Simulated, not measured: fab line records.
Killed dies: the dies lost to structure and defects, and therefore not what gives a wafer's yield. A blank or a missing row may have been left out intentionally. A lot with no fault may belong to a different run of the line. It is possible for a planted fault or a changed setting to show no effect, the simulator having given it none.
Which tool was responsible? | flow nand harc | Sampling: 13 lots, 39 wafers, 2 of 1159 route steps

WHAT EACH GAUGE READ, for each wafer
NHARC_A_SGD_CUT_OVL_MEAS_10.
lot  | measured     | on         | overlay x nm (nm) | overlay y nm (nm)
L551 | day 13 22:43 | overlay-02 | -1.3 -1.4 -1.5    | 1.5 2.1 1.5
L554 | day 14 15:01 | overlay-01 | -0.1 -0.3 0.1     | -1.0 -1.1 -0.6
L552 | day 14 15:19 | overlay-02 | -0.8 -0.7 -0.3    | 1.8 2.3 2.0
L557 | day 14 18:07 | overlay-02 | -0.2 -0.2 -0.3    | -1.3 -0.7 -1.5
L562 | day 16 10:02 | overlay-02 | -2.0 -1.2 -1.5    | -0.3 -1.3 -1.0
L565 | day 17 16:34 | overlay-02 | -1.1 -0.9 -0.5    | -0.7 -0.6 -0.3
L566 | day 17 18:28 | overlay-02 | -1.0 -1.6 -1.3    | 0.8 0.9 0.5
L569 | day 17 23:26 | overlay-01 | -0.9 -0.1 -0.3    | -0.2 0.3 -0.2
L568 | day 18 04:56 | overlay-02 | -0.5 -0.9 -0.9    | -0.2 0.8 0.5
L570 | day 18 10:29 | overlay-02 | 1.9 1.0 0.5       | -0.5 -0.2 -0.6
L571 | day 18 11:40 | overlay-01 | 1.9 2.0 2.2       | -0.4 -0.1 -0.4
L573 | day 19 05:32 | overlay-01 | 1.1 1.9 1.2       | 0.9 0.9 1.7
L574 | day 19 20:46 | overlay-01 | 0.7 -0.1 0.2      | 0.9 0.2 0.6

NHARC_A_SLIT_OVL_MEAS_10.
lot  | measured     | on         | overlay x nm (nm) | overlay y nm (nm)
L551 | day 14 09:19 | overlay-01 | -0.2 0.4 1.0      | 0.3 -0.2 0.1
L554 | day 15 00:11 | overlay-01 | -0.9 -1.0 -1.0    | -0.1 0.4 -0.2
L552 | day 15 00:02 | overlay-02 | -0.4 -0.4 -0.4    | -2.0 -2.5 -1.6
L557 | day 15 06:03 | overlay-02 | -0.6 0.1 -0.5     | 0.6 0.5 0.3
L562 | day 16 20:23 | overlay-02 | -0.7 -0.7 -0.9    | 0.5 0.8 1.4
L565 | day 18 03:44 | overlay-01 | -1.2 -0.6 -1.0    | 0.5 -0.1 0.1
L566 | day 18 02:02 | overlay-01 | 0.7 1.0 0.8       | 0.2 0.0 0.1
L569 | day 18 11:53 | overlay-02 | 0.4 0.3 0.5       | -0.5 -0.5 -0.1
L568 | day 18 15:14 | overlay-02 | -1.3 -1.1 -1.5    | 1.2 1.5 1.0
L570 | day 18 21:25 | overlay-01 | 0.2 0.2 0.4       | -0.4 -0.4 -0.8
L571 | day 18 21:08 | overlay-02 | -0.4 -0.4 0.3     | 0.8 0.4 -0.4
L573 | day 19 17:05 | overlay-01 | -0.1 0.2 -0.1     | -1.4 -2.0 -1.2
L574 | day 20 05:05 | overlay-02 | 0.0 -0.2 0.2      | 0.5 0.7 0.4

WHICH TOOL RAN EACH LOT (tool, then ch and the chambers of the sampled wafers, then the start)
The record holds no process step before these readings.

AS READ BY THE TOOLS THEMSELVES (means over the sampled wafers that have a number; for cases with no such wafer, the mark the record gives instead)
The record holds no such reading with a usual standard deviation.

THE ANSWER, worked out from the rows above alone
Rule: what is usual is taken from the lots themselves. The widest of any qualifying gaps counts: lots, ordered by their means at a reading, are off when they make up no more than a third of the lots, leave a main group of 4 or more, and stand apart from it by 3 or more times the standard deviation of that group's means. The tables above print the reading to a certain number of digits; a main group whose means all agree to those digits is not used. A lot without any number at a reading at which 4 lots or more have one is off too. Any other lot the step has rows for is counted as sound. The gauges are gone through in route order, then the tools' own readings, and for those a lot's mean is taken as printed above. The first step at which some lot is off is used, and at that step the reading that is off furthest; a lot without a number counts as furthest.
Nothing can be told from this: no lot is off at any reading shown.

WHAT THE SIMULATOR HAD PUT IN
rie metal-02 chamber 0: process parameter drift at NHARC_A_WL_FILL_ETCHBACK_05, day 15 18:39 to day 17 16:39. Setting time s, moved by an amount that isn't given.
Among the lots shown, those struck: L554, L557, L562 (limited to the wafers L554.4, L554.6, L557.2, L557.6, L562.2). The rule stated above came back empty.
